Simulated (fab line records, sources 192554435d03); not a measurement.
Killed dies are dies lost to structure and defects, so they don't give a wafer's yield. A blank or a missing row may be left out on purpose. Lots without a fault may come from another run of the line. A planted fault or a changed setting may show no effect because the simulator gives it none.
Chamber matching | flow n5_finfet | N5_DUMMY_GATE_STRIP_48 on rie_diel-01: 4 sister chambers
The step strips in N2/H2, time 20 s. 4 wafers are shown with their chamber, then 10 later ones without.

WAFERS WITH THEIR CHAMBER
wafer  | chamber | drypump_motor_current_A (A)
L089.2 | 3       | 5.0
L089.6 | 0       | 6.0
L092.1 | 2       | 6.0
L092.4 | 1       | 6.5

WAFERS WITHOUT THEIR CHAMBER
wafer  | drypump_motor_current_A (A)
L092.6 | 6.5
L094.1 | 6.0
L094.2 | 6.0
L094.5 | 6.0
L096.2 | 5.0
L096.4 | 6.0
L096.6 | 6.5
L097.2 | 6.0
L097.3 | 6.1
L097.6 | 5.0

WHICH CHAMBER EACH WENT THROUGH
wafer  | from the rows above     | in truth
L092.6 | 1                       | 1
L094.1 | can't be placed: 0 or 2 | 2
L094.2 | can't be placed: 0 or 2 | 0
L094.5 | can't be placed: 0 or 2 | 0
L096.2 | 3                       | 3
L096.4 | can't be placed: 0 or 2 | 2
L096.6 | 1                       | 1
L097.2 | can't be placed: 0 or 2 | 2
L097.3 | can't be placed: 0 or 2 | 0
L097.6 | 3                       | 3
Placed correctly: 4 of 10. Can't be placed from these rows: 6 (the true chamber is among the candidates in 6). Placed wrongly: 0.
How it was worked out, from the rows above alone: a wafer's distance from a chamber is the root of the sum, over the readings, of the square of ((its reading less the chamber's mean) divided by the reading's scatter). The wafer belongs to the nearest chamber; if the next one is less than 2 further off, it can't be placed. A chamber's mean is the mean of its shown wafers. The scatter: with one shown wafer a chamber, the root of the mean of the squares of how far each hidden wafer lies from its nearest shown one.
